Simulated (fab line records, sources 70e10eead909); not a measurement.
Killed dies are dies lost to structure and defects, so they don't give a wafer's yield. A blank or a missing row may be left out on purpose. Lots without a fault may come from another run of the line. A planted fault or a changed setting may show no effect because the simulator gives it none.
Chamber matching | flow nand_harc | NHARC_A_CONTACT_DEP_58 on pecvd-04: 3 sister chambers
The step deposits SiON, target thk 60 nm. 18 wafers are shown with their chamber, then 9 later ones without.

WAFERS WITH THEIR CHAMBER
wafer  | chamber | heater_power_w (W)
L079.1 | 0       | 874
L079.2 | 1       | 836
L079.6 | 0       | 891
L081.3 | 2       | 646
L081.4 | 0       | 889
L081.6 | 2       | 651
L084.1 | 2       | 747
L084.4 | 2       | 771
L084.5 | 1       | 780
L087.4 | 0       | 870
L087.5 | 1       | 792
L087.6 | 2       | 663
L093.1 | 0       | 868
L093.2 | 2       | 671
L093.3 | 1       | 863
L091.2 | 1       | 877
L091.4 | 1       | 890
L091.6 | 2       | 745

SIGNATURES (means of the wafers above)
reading        | chamber 0 | chamber 1 | chamber 2 | scatter within a chamber
heater_power_w | 878.40    | 839.67    | 699.14    | 42.9
Rule: a wafer's distance from a chamber is the root of the sum, over the readings, of the square of ((its reading less the chamber's mean) divided by the reading's scatter). The wafer belongs to the nearest chamber; if the next one is less than 2 further off, it can't be placed. The scatter: the root of (the sum of the squares of (reading less its chamber's mean) over the shown wafers, divided by (wafers less chambers)).

WAFERS WITHOUT THEIR CHAMBER
wafer  | heater_power_w (W)
L095.2 | 696
L095.4 | 839
L095.6 | 716
L092.2 | 762
L092.3 | 709
L092.6 | 782
L094.1 | 863
L094.4 | 704
L094.6 | 751

WHICH CHAMBER EACH WENT THROUGH
wafer  | from the rows above          | in truth
L095.2 | 2                            | 2
L095.4 | can't be placed: 1 or 0      | 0
L095.6 | 2                            | 2
L092.2 | can't be placed: 2 or 1 or 0 | 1
L092.3 | 2                            | 2
L092.6 | can't be placed: 1 or 2 or 0 | 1
L094.1 | can't be placed: 0 or 1      | 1
L094.4 | 2                            | 2
L094.6 | can't be placed: 2 or 1 or 0 | 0
Placed correctly: 4 of 9. Can't be placed from these rows: 5 (the true chamber is among the candidates in 5). Placed wrongly: 0.
